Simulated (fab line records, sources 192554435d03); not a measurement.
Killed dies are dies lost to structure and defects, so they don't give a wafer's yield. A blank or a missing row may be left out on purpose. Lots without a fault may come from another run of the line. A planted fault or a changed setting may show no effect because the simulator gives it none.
Which tool did it? | flow n5_finfet | 11 lots, 33 wafers sampled, at 5 steps of a route of 1938

WHAT THE GAUGES READ, wafer by wafer
The record holds no reading of a measuring or inspecting step that can be judged against a usual standard deviation.

WHICH TOOL RAN EACH LOT (tool, then ch and the chambers of the sampled wafers, then the start)
lot  | N5_BEOL_M5_TRENCH_ETCH_37                     | N5_BEOL_M5_PRE_CLEAN_45      | N5_BEOL_M5_CVD_47                | N5_BEOL_M5_SPUTTER_88        | N5_PASSIVATION_PROBE_49
L361 | rie_diel-01 ch 0,2,3, day 7 22:10 or earlier  | pvd_sputter-03, day 7 22:10  | cvd_co-02 ch 0,1, day 7 22:32    | pvd_sputter-02, day 8 01:59  | -
L362 | rie_diel-02 ch 1,2,3, day 8 08:25 or earlier  | pvd_sputter-03, day 8 08:25  | cvd_co-02 ch 1,2, day 8 09:07    | pvd_sputter-02, day 8 13:04  | -
L365 | rie_diel-01 ch 0,3, day 9 13:48 or earlier    | pvd_sputter-02, day 9 13:48  | cvd_co-02 ch 0,1,2, day 9 14:10  | pvd_sputter-01, day 9 17:40  | -
L368 | rie_diel-04 ch 0,3, day 9 14:34 or earlier    | pvd_sputter-02, day 9 14:34  | cvd_co-02 ch 0,2, day 9 16:46    | pvd_sputter-03, day 9 20:13  | -
L367 | rie_diel-02 ch 0,1, day 9 18:40 or earlier    | pvd_sputter-02, day 9 18:40  | cvd_co-02 ch 0,1, day 9 19:10    | pvd_sputter-02, day 9 22:37  | prober-02, day 13 11:18
L369 | rie_diel-01 ch 1,2, day 9 18:53 or earlier    | pvd_sputter-01, day 9 18:53  | cvd_co-01 ch 1,2, day 9 19:17    | pvd_sputter-01, day 9 22:49  | prober-01, day 13 18:33
L378 | rie_diel-04 ch 1,2,3, day 12 08:34 or earlier | pvd_sputter-01, day 12 08:34 | cvd_co-01 ch 0,1,2, day 12 08:55 | pvd_sputter-01, day 12 12:23 | -
L381 | rie_diel-01 ch 0,1,3, day 13 01:53 or earlier | pvd_sputter-03, day 13 01:53 | cvd_co-02 ch 0,1, day 13 02:17   | pvd_sputter-03, day 13 05:42 | -
L382 | rie_diel-01 ch 0,2, day 13 08:05 or earlier   | pvd_sputter-03, day 13 08:05 | cvd_co-02 ch 0,2, day 13 08:26   | pvd_sputter-02, day 13 11:51 | -
L383 | rie_diel-04 ch 0,2, day 14 03:04 or earlier   | pvd_sputter-03, day 14 03:04 | cvd_co-02 ch 0,1,2, day 14 03:27 | pvd_sputter-01, day 14 07:01 | -
L384 | rie_diel-02 ch 1,3, day 14 04:46 or earlier   | pvd_sputter-02, day 14 04:46 | cvd_co-01 ch 1,2, day 14 05:13   | pvd_sputter-03, day 14 08:39 | -
- N5_BEOL_M5_TRENCH_ETCH_37: etches SiCOH lowk in C4F6/O2, target depth 71.652 nm, time 24.7 s.
- N5_BEOL_M5_PRE_CLEAN_45: time 30 s.
- N5_BEOL_M5_CVD_47: deposits Co from CCTBA/H2, target thk 3 nm, time 216 s.
- N5_BEOL_M5_SPUTTER_88: material Cu, target thk 15 nm, time 27.62 s.
- N5_PASSIVATION_PROBE_49

WHAT THE TOOLS THEMSELVES READ (means of the sampled wafers that have a number; where no wafer has one, the mark that the record gives instead)
N5_BEOL_M5_TRENCH_ETCH_37. Usual: drypump_motor_current_A 5.4 A, standard deviation 0.49; oes_product_au 0.81 a.u., standard deviation 0.1; rf_vpp_V 660 V, standard deviation 11; showerhead_plenum_p_Torr 2.87 Torr, standard deviation 0.097; throttle_valve_pct 20.84 %, standard deviation 0.24.
lot  | tool        | drypump_motor_current_A (A) | oes_product_au (a.u.) | rf_vpp_V (V) | showerhead_plenum_p_Torr (Torr) | throttle_valve_pct (%) | flag
L361 | rie_diel-01 | 5.5                         | 0.76                  | 656          | 2.92                            | 20.94                  |
L362 | rie_diel-02 | 5.2                         | 0.78                  | 664          | 2.87                            | 20.97                  |
L365 | rie_diel-01 | 5.5                         | 0.79                  | 660          | 2.97                            | 20.85                  |
L368 | rie_diel-04 | 5.6                         | 0.84                  | 665          | 2.75                            | 20.84                  |
L367 | rie_diel-02 | 6.2                         | 0.88                  | 645          | 2.93                            | 20.61                  |
L369 | rie_diel-01 | 5.8                         | 0.89                  | 667          | 2.81                            | 20.65                  |
L378 | rie_diel-04 | 5.2                         | 0.82                  | 663          | 2.86                            | 20.85                  |
L381 | rie_diel-01 | 5.7                         | 0.80                  | 662          | 2.89                            | 20.75                  |
L382 | rie_diel-01 | 5.3                         | 0.77                  | 662          | 2.92                            | 20.98                  |
L383 | rie_diel-04 | 5.0                         | 0.85                  | 665          | 2.94                            | 20.83                  |
L384 | rie_diel-02 | 5.2                         | 0.77                  | 656          | 2.83                            | 21.07                  |

N5_BEOL_M5_PRE_CLEAN_45. Usual: heater_power_w 355 W, standard deviation 51.
lot  | tool           | heater_power_w (W) | flag
L361 | pvd_sputter-03 | 319                |
L362 | pvd_sputter-03 | 358                |
L365 | pvd_sputter-02 | 344                |
L368 | pvd_sputter-02 | 324                |
L367 | pvd_sputter-02 | 394                |
L369 | pvd_sputter-01 | 381                |
L378 | pvd_sputter-01 | 378                |
L381 | pvd_sputter-03 | 386                |
L382 | pvd_sputter-03 | 344                |
L383 | pvd_sputter-03 | 381                |
L384 | pvd_sputter-02 | 384                |

N5_BEOL_M5_CVD_47. Usual: run_length_s 238.8 s, standard deviation 0.4.
lot  | tool      | run_length_s (s) | flag
L361 | cvd_co-02 | 239.1            |
L362 | cvd_co-02 | 239.1            |
L365 | cvd_co-02 | 238.7            |
L368 | cvd_co-02 | 232.6            | OFF
L367 | cvd_co-02 | 232.8            | OFF
L369 | cvd_co-01 | 238.9            |
L378 | cvd_co-01 | 239.1            |
L381 | cvd_co-02 | 239.0            |
L382 | cvd_co-02 | 238.6            |
L383 | cvd_co-02 | 238.7            |
L384 | cvd_co-01 | 238.7            |

N5_BEOL_M5_SPUTTER_88. Usual: throttle_valve_pct 30.3 %, standard deviation 1.1.
lot  | tool           | throttle_valve_pct (%) | flag
L361 | pvd_sputter-02 | 29.9                   |
L362 | pvd_sputter-02 | 30.2                   |
L365 | pvd_sputter-01 | 30.6                   |
L368 | pvd_sputter-03 | 30.7                   |
L367 | pvd_sputter-02 | 30.3                   |
L369 | pvd_sputter-01 | 30.8                   |
L378 | pvd_sputter-01 | 31.0                   |
L381 | pvd_sputter-03 | 29.8                   |
L382 | pvd_sputter-02 | 29.9                   |
L383 | pvd_sputter-01 | 31.2                   |
L384 | pvd_sputter-03 | 31.3                   |

N5_PASSIVATION_PROBE_49. Usual: defect_limited_yield 91.3 %, standard deviation 1.5; killed_at_M0_to_M3 34, standard deviation 11; killed_at_M4_up 14, standard deviation 6.1; killed_at_contacts 12, standard deviation 5.9; killed_at_front_end 39, standard deviation 11; killed_at_other 4, standard deviation 3.3; killed_dies 102, standard deviation 18; killed_open 67, standard deviation 13; killed_short 33, standard deviation 7.9; sort_bin_5_function 5.1 %, standard deviation 1; sort_bin_6_memory 3.3 %, standard deviation 0.7; sort_bin_8_speed 0.1 %, standard deviation 0.69; sort_n_pass 1077, standard deviation 19; sort_yield_pct 91.3 %, standard deviation 1.6.
lot  | tool      | defect_limited_yield (%) | killed_at_M0_to_M3 | killed_at_M4_up | killed_at_contacts | killed_at_front_end | killed_at_other | killed_dies | killed_open | killed_short | sort_bin_5_function (%) | sort_bin_6_memory (%) | sort_bin_8_speed (%) | sort_n_pass | sort_yield_pct (%) | flag
L367 | prober-02 | 90.0                     | 34                 | 16              | 11                 | 53                  | 4               | 118         | 75          | 42           | 6.1                     | 3.5                   | 0.0                  | 1062        | 90.0               |
L369 | prober-01 | 90.7                     | 29                 | 18              | 11                 | 47                  | 4               | 110         | 79          | 31           | 5.5                     | 3.6                   | 0.0                  | 1070        | 90.7               |

THE ANSWER, worked out from the rows above alone
Rule: a lot is off if the mean of its wafers that have a number lies more than 3 standard deviations from the usual mean. A lot without any number at a reading at which 4 lots or more have one is off too. The other lots that the step has rows for count as sound. The gauges are gone through in route order, then the tools' own readings, and for those a lot's mean is taken as printed above. The first step at which some lot is off is used, and at that step the reading that is off furthest; a lot without a number counts as furthest.
Off: L368, L367, at N5_BEOL_M5_CVD_47 (run_length_s).
A tool fits if, at that step or a process step before it, it ran every lot that is off, and no sound lot after the first of them. N5_BEOL_M5_TRENCH_ETCH_37 gives no start for some lots, so the hours and the order of its lots are those of N5_BEOL_M5_PRE_CLEAN_45. None of those tried fits.

WHAT THE SIMULATOR HAD PUT IN
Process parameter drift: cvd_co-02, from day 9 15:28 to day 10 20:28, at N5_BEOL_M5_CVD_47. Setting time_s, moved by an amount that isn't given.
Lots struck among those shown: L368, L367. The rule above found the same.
